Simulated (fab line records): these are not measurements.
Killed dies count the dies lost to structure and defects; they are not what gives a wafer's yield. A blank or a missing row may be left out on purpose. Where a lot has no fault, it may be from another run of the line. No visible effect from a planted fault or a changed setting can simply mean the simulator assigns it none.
Problem report, 8D (eight disciplines) form, completed by code    flow n5_finfet    the parts of the form that need people (team, actions taken, sign-off) are left out

## 1. THE ISSUE
Wafers without a fault read 1500.2 rpm, standard deviation 1; spin_speed_rpm at N5_BEOL_M9_COAT_05 reads a mean of 1570.6 rpm on 9 wafers belonging to 3 lots. That puts it +70 standard deviations away from the usual mean.
The step: resist thk 90 nm.
Seen first at day 14 20:15 on litho_track-05, wafer L193.2. Wafers with a number at this step in the record: 15, from 5 lots. Rule for "out" (also "out of limits"): further than 4 standard deviations from the usual mean. The rest of the wafers with a number are treated as sound.

## 2. WHAT IT IS AND WHAT IT IS NOT
question                     is                      is not
which readings at this step  spin_speed_rpm          exhaust_pa
which lots                   L193, L194, L195        L180, L197
which wafers of those lots   all that have a number  -
read on which tools          litho_track-05          litho_track-04
when                         from day 14 20:15       up to then (3 sound wafers); but 3 sound wafers of L197 came after

## 3. SUSPECTS, AND WHAT RULES EACH OUT
Counting: a tool stays on the suspect list if, at a process step up to the reading, it processed all lots that are out and no sound lot following the first of them.
- litho_track-05 at N5_BEOL_M9_COAT_05 (resist thk 90 nm): kept. Every lot that is out went through it, starting with L193 (day 14 20:15), and after that it ran no sound lot; the last sound lot it ran before then is L180 (day 10 19:05). Its own spin_speed_rpm readings are out on those wafers.
Remaining after the count: litho_track-05 at N5_BEOL_M9_COAT_05.

## 4. THE CAUSE (what the simulator had put in)
Process parameters drifting: litho_track-05 at N5_BEOL_M9_COAT_05, beginning at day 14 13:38. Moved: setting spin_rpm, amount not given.
The count eliminated every tool but this one.

## 5. THE CHAIN OF EFFECTS, in route order
One row per reading whose mean, taken over the struck wafers that have a number, lies over 3 standard deviations from the usual. Only readings whose record carries a usual standard deviation are examined. hours: median over the lots of the time between each lot's start at the first step of this table that gives one and its start at this step. sigmas: the change, counted in usual standard deviations.
hours  step                reading         usual       on struck wafers  change  sigmas
0      N5_BEOL_M9_COAT_05  spin_speed_rpm  1500.2 rpm  1570.6            +70.4   +70
Process steps it contains:
- N5_BEOL_M9_COAT_05: resist thk 90 nm.

## 6. WHAT WOULD HAVE CAUGHT IT SOONER
In this record no reading fell out of limits until day 14 20:15, 7 hours after the fault had begun at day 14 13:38.
